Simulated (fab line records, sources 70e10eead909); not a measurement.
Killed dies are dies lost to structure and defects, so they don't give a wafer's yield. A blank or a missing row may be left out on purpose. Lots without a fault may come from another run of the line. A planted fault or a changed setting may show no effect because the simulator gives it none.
fab line records | flow nand_harc
record lots=6 wafers=18 last_day=33
route steps=1302 shown A_CHANNEL_HOLE_D2@601 A_CHANNEL_FILL_D2@610 A_STAIRCASE@639 END@1302
lots that met no fault: from a run of the same line without faults
start_h: hours from the record's first day to the start of the lot's first wafer shown | wait_h: hours since the lot's step before | " the same as in the row above | L1.1+2: a row that stands for several wafers | - no value, or no start given | * or withheld: withheld | < > ~ a bound
route shown NAME@n: a module of which the file shows steps, and the number in the route of the first | usual: mean/standard deviation of fault-free wafers | same: alike in all rows | chamber/n: place in a boat | sites: the reading at each site | _std_site: their standard deviation | _edge_site: outer sites' mean less inner sites' | radius_mm: how far each site lies from the wafer's centre | mask NAME#n: copy n | behind: the tool/chamber that last shaped the wafer | hold: why the lot was held/for how many hours/how that ended | device: the transistor (n, p or np) that didn't switch | end of line: the same wafers' tests at the end of the route | a step without rows: its recipe alone | killed: dies lost to structure and defects at the first sort, not the wafer's yield | map: a wafer's dies, x killed, . not, _ none there
set.NAME: the setting as run; set.NAME@STEP: as run at that earlier step | model.NAME: the simulator's own value behind a step, which no gauge read
lots at some steps of the route; a table a step, a row a wafer
services: from which hour (start_h, from the record's first day; less than 0 if before it) a tool's chamber was out of use, for how many hours, and why
## steps
# step NHARC_A_CHANNEL_HOLE_D2_STRIP_42
# recipe cf4_flow_sccm=100 chf3_flow_sccm=30 ar_flow_sccm=0 bias_w=0 chemistry=CF4/CHF3
# step NHARC_A_CHANNEL_HOLE_D2_STRIP_43
# recipe o2_flow_sccm=400 cos_flow_sccm=20 ar_flow_sccm=0 bias_w=0 chemistry=O2/COS
# step NHARC_A_CHANNEL_HOLE_D2_ETCH_44
# recipe target_depth_a=1400 overetch_a=140 time_s=77 ion_energy_ev=100 cf4_flow_sccm=80 o2_flow_sccm=20 ar_flow_sccm=0 rf_w=300 bias_w=100 chemistry=CF4/O2
# step NHARC_A_CHANNEL_HOLE_D2_STRIP_28
# recipe o2_flow_sccm=500 ar_flow_sccm=0 bias_w=0 chemistry=O2
# step NHARC_A_CHANNEL_HOLE_D2_PRECLEAN_29
# recipe time_s=* temp_c=50 bath_age_min=0 chemistry=SC1
# step NHARC_A_CHANNEL_HOLE_D2_SRD_30
# step NHARC_A_CHANNEL_HOLE_D2_CD_MEAS_31
# usual cd_nm=90.1/1.2
# columns lot.wafer tool chamber start_h wait_h cd_nm
L388.3 cd_sem-03 - 333.86 - 89.3
L388.5 " - " " 89.9
L388.6 " - " " 89.5
L394.3 cd_sem-03 - 366.61 - 90.7
L394.4 " - " " 90.0
L394.6 " - " " 90.5
L395.1 cd_sem-03 - 376.38 - 91.8
L395.4 " - " " 91.3
L395.6 " - " " 89.6
L396.2 cd_sem-01 - 397.77 - 90.2
L396.4 " - " " 91.2
L396.6 " - " " 90.8
L404.1 cd_sem-02 - 471.31 - 88.3
L404.2 " - " " 89.2
L404.4 " - " " 88.7
L409.2 cd_sem-01 - 525.89 - 91.0
L409.4 " - " " 91.0
L409.6 " - " " 91.8
# step NHARC_A_CHANNEL_HOLE_D2_XSEM_32
# recipe landing_energy_ev=35000
# step NHARC_A_CHANNEL_HOLE_D2_INSPECT_40
# usual raw_defect_count=270/84
# columns lot.wafer tool chamber start_h wait_h raw_defect_count
L388.3 defect_inspect-01 - 334.04 - 206
L388.5 " - " " 146
L388.6 " - " " 167
L394.3 defect_inspect-02 - 366.79 - 308
L394.4 " - " " 274
L394.6 " - " " 476
L395.1 defect_inspect-02 - 376.57 - 242
L395.4 " - " " 267
L395.6 " - " " 196
L396.2 defect_inspect-02 - 397.95 - 266
L396.4 " - " " 343
L396.6 " - " " 281
L404.1 defect_inspect-02 - 471.50 - 389
L404.2 " - " " 331
L404.4 " - " " 318
L409.2 defect_inspect-02 - 526.07 - 269
L409.4 " - " " 215
L409.6 " - " " 213
# step NHARC_A_CHANNEL_FILL_D2_PRECLEAN_00
# recipe time_s=* temp_c=50 bath_age_min=0 chemistry=SC1
# step NHARC_A_CHANNEL_FILL_D2_SRD_01
# step NHARC_A_CHANNEL_FILL_D2_ALD_02
# recipe target_thk_a=60 pulse_time_s=10 ald_cycles=60 temp_c=300 material=SiO2
# step NHARC_A_CHANNEL_FILL_D2_ALD_03
# recipe target_thk_a=60 pulse_time_s=60 ald_cycles=58 temp_c=630 pressure_torr=2 material=SiNx
# usual precursor_pulse_height_rel=0.998/0.02
# columns lot.wafer tool chamber start_h wait_h precursor_pulse_height_rel
L388.3 ald_sin_batch-01 0 337.68 - 1.008
L388.5 " 0 " " 0.986
L388.6 " 0 " " 0.954
L394.3 ald_sin_batch-01 0 370.45 - 1.007
L394.4 " 0 " " 0.981
L394.6 " 0 " " 1.010
L395.1 ald_sin_batch-01 0 381.29 - 0.948
L395.4 " 0 " " 0.996
L395.6 " 0 " " 0.983
L396.2 ald_sin_batch-01 0 401.58 - 1.000
L396.4 " 0 " " 0.986
L396.6 " 0 " " 1.017
L404.1 ald_sin_batch-01 0 474.94 - 1.041
L404.2 " 0 " " 0.982
L404.4 " 0 " " 1.016
L409.2 ald_sin_batch-03 0 530.03 - 0.972
L409.4 " 0 " " 1.034
L409.6 " 0 " " 0.995
# step NHARC_A_CHANNEL_FILL_D2_ALD_14
# recipe target_thk_a=25 pulse_time_s=10 ald_cycles=25 temp_c=300 material=SiO2
# step NHARC_A_CHANNEL_FILL_D2_ALD_15
# recipe target_thk_a=20 pulse_time_s=60 ald_cycles=19 temp_c=630 pressure_torr=2 material=SiNx
# usual precursor_pulse_height_rel=0.999/0.019
# columns lot.wafer tool chamber start_h wait_h precursor_pulse_height_rel
L388.3 ald_sin_batch-01 0 - - 1.013
L388.5 " 0 " " 0.985
L388.6 " 0 " " 1.014
L394.3 ald_sin_batch-01 0 - - 0.958
L394.4 " 0 " " 0.982
L394.6 " 0 " " 0.963
L395.1 ald_sin_batch-01 0 - - 1.018
L395.4 " 0 " " 1.014
L395.6 " 0 " " 0.979
L396.2 ald_sin_batch-02 0 - - 1.002
L396.4 " 0 " " 1.024
L396.6 " 0 " " 1.020
L404.1 ald_sin_batch-02 0 - - 1.000
L404.2 " 0 " " 0.994
L404.4 " 0 " " 1.012
L409.2 ald_sin_batch-03 0 - - 0.995
L409.4 " 0 " " 0.999
L409.6 " 0 " " 1.012
# step NHARC_A_CHANNEL_FILL_D2_ALD_16
# recipe target_thk_a=15 pulse_time_s=10 ald_cycles=15 temp_c=300 material=SiO2
# usual heater_power_w=488/57 precursor_pulse_height_rel=1.000/0.02
# columns lot.wafer tool chamber start_h wait_h heater_power_w precursor_pulse_height_rel
L388.3 ald_hk-04 3 346.48 0.1 490 1.006
L388.6 " 2 " " 486 1.005
L388.5 " 3 " " 485 1.012
L394.4 ald_hk-02 2 379.43 0.3 517 1.024
L394.3 " 3 " " 608 1.026
L394.6 " 1 " " 465 0.998
L395.1 ald_hk-02 3 390.08 0.0 589 1.024
L395.4 " 0 " " 492 1.008
L395.6 " 0 " " 493 1.015
L396.2 ald_hk-02 3 413.70 0.1 601 1.024
L396.4 " 0 " " 481 0.988
L396.6 " 1 " " 471 1.008
L404.4 ald_hk-03 0 483.70 0.0 473 0.970
L404.2 " 1 " " 422 0.980
L404.1 " 2 " " 528 1.023
L409.2 ald_hk-03 0 539.41 0.1 469 0.979
L409.4 " 1 " " 434 1.000
L409.6 " 2 " " 543 1.018
# step NHARC_A_CHANNEL_FILL_D2_ANNEAL_17
# recipe temp_c=850 time_s=1800
# step NHARC_A_CHANNEL_FILL_D2_CVD_18
# recipe target_thk_a=30 temp_c=550 material=poly-Si
# step NHARC_A_CHANNEL_FILL_D2_ETCHBACK_19
# recipe target_depth_a=50 time_s=1.7 hbr_flow_sccm=150 cl2_flow_sccm=50 rf_w=400 icp_w=400 bias_w=100 chemistry=HBr/Cl2
# step NHARC_A_CHANNEL_FILL_D2_ETCHBACK_20
# recipe target_depth_a=270 time_s=13.5 c4f8_flow_sccm=withheld o2_flow_sccm=8 ar_flow_sccm=withheld rf_w=600 bias_w=1500 chemistry=C4F8/O2/Ar
# step NHARC_A_CHANNEL_FILL_D2_STRIP_28
# recipe time_s=20 o2_flow_sccm=500 ar_flow_sccm=0 bias_w=0 chemistry=O2
# step NHARC_A_CHANNEL_FILL_D2_PRECLEAN_21
# recipe time_s=30 chemistry=dHF
# step NHARC_A_CHANNEL_FILL_D2_SRD_23
# step NHARC_A_CHANNEL_FILL_D2_CVD_05
# recipe target_thk_a=50 temp_c=550 material=poly-Si
# step NHARC_A_CHANNEL_FILL_D2_ANNEAL_22
# recipe temp_c=620 time_s=7200
# step NHARC_A_CHANNEL_FILL_D2_ALD_25
# recipe target_thk_a=600 pulse_time_s=10 ald_cycles=600 temp_c=300 material=SiOx
# usual heater_power_w=494/60 precursor_pulse_height_rel=1.001/0.021
# columns lot.wafer tool chamber start_h wait_h heater_power_w precursor_pulse_height_rel
L388.3 ald_hk-04 0 368.69 1.3 416 1.001
L388.6 " 2 369.92 2.5 485 0.976
L388.5 " 3 " " 495 1.006
L394.3 ald_hk-02 0 406.70 2.1 491 1.018
L394.4 " 1 " " 462 1.014
L394.6 " 3 408.54 3.9 608 1.006
L395.4 ald_hk-02 2 418.18 0.7 532 1.022
L395.1 " 0 419.41 1.9 497 0.974
L395.6 " 2 420.63 3.1 530 1.019
L396.4 ald_hk-04 2 438.96 0.1 494 0.989
L396.2 " 3 " " 496 0.996
L396.6 " 3 442.05 3.1 508 1.021
L404.1 ald_hk-02 0 509.43 0.7 501 1.014
L404.4 " 1 " " 460 1.009
L404.2 " 2 " " 533 1.013
L409.4 ald_hk-03 1 566.67 1.3 443 0.990
L409.2 " 2 " " 555 1.001
L409.6 " 3 " " 533 1.003
# step NHARC_A_CHANNEL_FILL_D2_ETCHBACK_08
# recipe target_depth_a=2200 time_s=110 c4f8_flow_sccm=20 ar_flow_sccm=withheld rf_w=600 bias_w=300 chemistry=C4F8
# step NHARC_A_CHANNEL_FILL_D2_STRIP_29
# recipe time_s=20 o2_flow_sccm=500 ar_flow_sccm=0 bias_w=0 chemistry=O2
# step NHARC_A_CHANNEL_FILL_D2_PRECLEAN_30
# recipe time_s=30 chemistry=dHF
# step NHARC_A_CHANNEL_FILL_D2_SRD_31
# step NHARC_A_CHANNEL_FILL_D2_CVD_09
# recipe target_thk_a=1500 temp_c=620 pressure_mtorr=200 time_s=3000 material=poly-Si
# step NHARC_A_CHANNEL_FILL_D2_CMP_10
# recipe target_thk_nm=150
# step NHARC_A_CHANNEL_FILL_D2_SRD_12
# step NHARC_A_CHANNEL_FILL_D2_RTA_24
# recipe temp_c=1000 time_s=5
# usual lamp_power_pct=29.85/0.068 wafer_temp_C_max=1005.8/1.2
# columns lot.wafer tool chamber start_h wait_h lamp_power_pct wafer_temp_C_max
L388.3 rtp_anneal-02 0 379.34 0.1 29.78 1006.0
L388.5 " 0 " " 29.85 1006.7
L388.6 " 0 " " 29.82 1004.9
L394.3 rtp_anneal-02 0 417.25 0.1 29.80 1002.8
L394.4 " 0 " " 29.79 1003.9
L394.6 " 0 " " 29.82 1004.3
L395.1 rtp_anneal-01 0 429.25 0.0 29.95 1007.3
L395.4 " 0 " " 29.92 1006.6
L395.6 " 0 " " 30.01 1004.9
L396.2 rtp_anneal-02 0 450.77 0.1 29.85 1006.3
L396.4 " 0 " " 29.79 1005.5
L396.6 " 0 " " 29.81 1006.6
L404.1 rtp_anneal-02 0 520.49 0.0 29.78 1005.3
L404.2 " 0 " " 29.84 1005.2
L404.4 " 0 " " 29.85 1004.1
L409.2 rtp_anneal-02 0 577.46 0.2 29.84 1006.4
L409.4 " 0 " " 29.78 1005.5
L409.6 " 0 " " 29.76 1007.6
# step NHARC_A_STAIRCASE_DEP_156
# recipe target_thk_a=500 temp_c=400 target_thk_nm=50 flow_sccm=200 rf_w=450 material=SiNx
# usual heater_power_w=697/95
# columns lot.wafer tool chamber start_h wait_h heater_power_w
L388.3 pecvd-02 1 379.54 0.1 595
L388.5 " 1 " " 593
L388.6 " 0 " " 848
L394.3 pecvd-03 2 417.51 0.1 669
L394.6 " 0 " " 603
L394.4 " 1 " " 803
L395.1 pecvd-02 1 429.55 0.1 654
L395.4 " 1 " " 664
L395.6 " 1 " " 652
L396.2 pecvd-01 1 451.03 0.1 772
L396.6 " 1 " " 735
L396.4 " 2 " " 621
L404.2 pecvd-01 0 520.76 0.1 670
L404.1 " 2 " " 598
L404.4 " 1 " " 771
L409.2 pecvd-02 0 577.69 0.1 912
L409.4 " 0 " " 732
L409.6 " 1 " " 684
# step NHARC_A_STAIRCASE_DEHYDRATE_158
# recipe temp_c=150 time_s=120
# step NHARC_A_STAIRCASE_HMDS_159
# recipe time_s=30
# step NHARC_A_STAIRCASE_COAT_160
# recipe spin_rpm=1200
# step NHARC_END_SORT_01
# recipe temp_c=25
# usual killed_at_array=50/18 killed_at_other=0.8/1.1 killed_at_periphery=4.1/2.9 killed_dies=55/18 killed_open=3.5/1.9 killed_short=2.4/1.5
# same gross_dies=677
# columns lot.wafer tool chamber start_h wait_h killed_at_array killed_at_other killed_at_periphery killed_dies killed_open killed_short
L395.1 prober-02 0 646.71 2.5 143 0 1 144 2 1
L395.4 prober-02 0 649.11 3.4 160 1 1 162 1 5
L395.6 prober-02 0 650.71 4.0 150 2 2 154 2 3
L396.2 prober-02 0 670.95 2.8 137 3 6 146 7 2
L396.4 prober-02 0 672.59 3.5 139 2 6 147 6 1
L396.6 prober-02 0 674.22 4.1 140 2 3 145 3 2
L404.1 prober-01 0 746.90 2.5 58 3 4 65 1 2
L404.2 prober-01 0 747.68 2.8 64 0 3 67 5 2
L404.4 prober-01 0 749.24 3.3 51 1 6 58 3 2
# killed by level:class
L395.1 A_CHANNEL_FILL_D2:unspecified=87 A_CHANNEL_HOLE_D1:chamber_film_flake=27 A_CHANNEL_HOLE_D2:chamber_film_flake=16 A_CONTACT:chamber_film_flake=4 A_STAIRCASE:chamber_film_flake=3 A_ZERO_WELL:chamber_film_flake=2 A_CHANNEL_FILL_D1:geometric_particle:open=1 A_CHANNEL_FILL_D1:geometric_particle:short=1
L395.4 A_CHANNEL_FILL_D2:unspecified=92 A_CHANNEL_HOLE_D1:chamber_film_flake=31 A_CHANNEL_HOLE_D2:chamber_film_flake=20 A_CONTACT:chamber_film_flake=7 A_ONON_D2:geometric_particle:short=2 A_SLIT:chamber_film_flake=2 A_BLC:chamber_film_flake=2 P_CONTACT:geometric_particle:open=1
L395.6 A_CHANNEL_FILL_D2:unspecified=94 A_CHANNEL_HOLE_D1:chamber_film_flake=33 A_CHANNEL_HOLE_D2:chamber_film_flake=12 A_CONTACT:chamber_film_flake=6 A_WL_FILL:geometric_particle:short=2 A_STAIRCASE:chamber_film_flake=2 THIN_TSV:chamber_film_flake=2 P_CONTACT:geometric_particle:open=1
L396.2 A_CHANNEL_FILL_D2:unspecified=89 A_SLIT:chamber_film_flake=18 A_CHANNEL_HOLE_D2:chamber_film_flake=13 A_CHANNEL_HOLE_D1:chamber_film_flake=4 A_STAIRCASE:chamber_film_flake=4 THIN_TSV:chamber_film_flake=3 A_CONTACT:chamber_film_flake=3 P_M2:chamber_film_flake=2
L396.4 A_CHANNEL_FILL_D2:unspecified=82 A_SLIT:chamber_film_flake=21 A_CHANNEL_HOLE_D2:chamber_film_flake=16 A_CHANNEL_HOLE_D1:chamber_film_flake=7 A_CONTACT:chamber_film_flake=6 A_CONTACT:geometric_particle:open=2 P_M2:chamber_film_flake=2 A_STAIRCASE:chamber_film_flake=2
L396.6 A_CHANNEL_FILL_D2:unspecified=84 A_SLIT:chamber_film_flake=25 A_CHANNEL_HOLE_D2:chamber_film_flake=17 A_STAIRCASE:chamber_film_flake=4 A_WL_FILL:chamber_film_flake=2 THIN_TSV:chamber_film_flake=2 A_DECK1_JOINT:geometric_particle:open=1 A_DECK1_JOINT:geometric_particle:short=1
L404.1 A_SLIT:chamber_film_flake=39 A_CHANNEL_HOLE_D1:chamber_film_flake=10 A_CONTACT:chamber_film_flake=6 THIN_TSV:chamber_film_flake=3 P_BONDPAD:chamber_film_flake=2 P_M2:geometric_particle:open=1 A_ONON_D1:geometric_particle:short=1 A_SGD_CUT:geometric_particle:short=1
L404.2 A_SLIT:chamber_film_flake=32 A_CHANNEL_HOLE_D1:chamber_film_flake=12 A_CONTACT:chamber_film_flake=11 A_STAIRCASE:chamber_film_flake=3 A_CHANNEL_FILL_D1:geometric_particle:open=2 P_M1:geometric_particle:short=1 A_ONON_D2:geometric_particle:open=1 A_CHANNEL_FILL_D2:geometric_particle:open=1
L404.4 A_SLIT:chamber_film_flake=28 A_CHANNEL_HOLE_D1:chamber_film_flake=12 A_CONTACT:chamber_film_flake=5 P_STI:chamber_film_flake=4 P_M0:geometric_particle:open=1 A_ONON_D1:geometric_particle:short=1 A_ONON_D1:geometric_particle:open=1 A_CHANNEL_FILL_D1:geometric_particle:open=1
# map L395.4 (x killed, . not)
____________.____________
_________......._________
_______..........._______
______.............______
_____.........x..x.x_____
____.x.......xxx.....____
____.......xxxxxx....____
___...x....xxxxxxx....___
___........xxxxxx.....___
__........xxxxxxxx.....__
__........xxxxxxxx.....__
_.........xxxxxxxx......_
_.........xxxxxxxxx....._
_........xxxxxxxxxx..xx._
_..........xxxxxxx.....x_
_..........xxxxxxx..xxx._
..........x.xxx..x.xxx.x.
...........x..xxx...xxxxx
x.x...........x.....xxxxx
.............x......xxxxx
....x..............xx.xx.
_....................xx._
_...........x........xx._
_.......x.......x.x.x..._
_...........x......x...._
_.......x..........xxx.._
__.........x......x....__
__....x...........xx..x__
___.x...............x.___
___.............x..x.x___
____.............xxxx____
____...............xx____
_____..............x_____
______.............______
_______....xx....._______
_________......._________
____________.____________
# map L396.4 (x killed, . not)
____________.____________
_________......._________
_______....xxx...._______
______.....x.......______
_____.....x........._____
____......xxxx..x....____
____........xxxx.x...____
___.........xxxx..xx..___
___........xxxxxx.....___
__.......xxxxxxxxx.....__
__........xxxxxxxxxx...__
_....x....xxxxxxxxx....._
_.........xxxxxxxxx....._
_x........xxxxxxxxx....._
_xxx........xxxxx......._
_xxx........xxx.xx......_
xxxxx......x.xx.x........
xxx.xx..x...x............
xxxx.x.....x....x........
.x...x.............x.....
..x...x..................
_.x...........x........._
_................x...x.._
_......................._
_.x....................._
_..................x...._
__.....x...........x.xx__
__................xxxxx__
___...............x.xx___
___.............x..xxx___
____........x......x.____
____.......x.....x...____
_____..............x_____
______.............______
_______x.........._______
_________......._________
____________.____________
## services
# columns tool chamber start_h hours kind
pecvd-03 2 326.93 5.9 repair
pecvd-03 - 330.68 2.4 repair
ald_sin_batch-03 - 331.12 2.2 repair
ald_hk-02 - 340.51 2.1 repair
ald_hk-02 - 354.74 10.0 pm
ald_hk-02 0 354.74 10.0 vent_cycle
ald_hk-02 1 354.74 10.0 vent_cycle
ald_hk-02 2 354.74 10.0 vent_cycle
ald_hk-02 3 354.74 10.0 vent_cycle
ald_hk-02 0 364.74 - clean
ald_hk-02 1 364.74 - clean
ald_hk-02 2 364.74 - clean
pecvd-03 - 366.31 13.0 pm
rtp_anneal-01 - 372.00 12.0 pm
ald_hk-03 - 395.40 10.0 pm
pecvd-02 - 408.11 13.0 pm
pecvd-01 0 442.94 2.9 repair
ald_sin_batch-03 - 463.72 26.0 pm
pecvd-01 - 492.31 13.0 pm
pecvd-03 2 495.96 17.4 repair
ald_hk-02 - 499.24 1.3 repair
ald_sin_batch-01 - 506.27 26.0 pm
pecvd-01 - 537.30 3.0 repair
pecvd-03 - 547.31 13.0 pm
## key
first_sign step=NHARC_END_SORT_01 reading=killed_at_array direction=up sigmas=5.2 usual=50 struck=145
effect step=NHARC_END_SORT_01 reading=killed_dies direction=up sigmas=5.2 usual=55 struck=150
more_kills_born_at NHARC_A_CHANNEL_FILL_D2_ALD_03@ald_sin_batch-01=528
met_at NHARC_A_CHANNEL_FILL_D2_ALD_03
struck_wafers L395.1,L395.4,L395.6,L396.2,L396.4,L396.6
tester_left_out L395,L396
onset_between 370.45 381.29
also_fits NHARC_A_CHANNEL_FILL_D2_ALD_16:ald_hk-02
fault kind=chamber_particle_source tool=ald_sin_batch-01 chamber=- onset_h=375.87 steps=NHARC_A_CHANNEL_FILL_D2_ALD_03 rate_per_visit_cm2=0.89771 end_h=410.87
# tester_left_out: of these lots the tester's yield and bins aren't shown, on N5 and GAA mostly nor the transistor test; their killed dies are dies lost to structure and defects alone, not to doping, threshold or leakage, so they don't give the yield
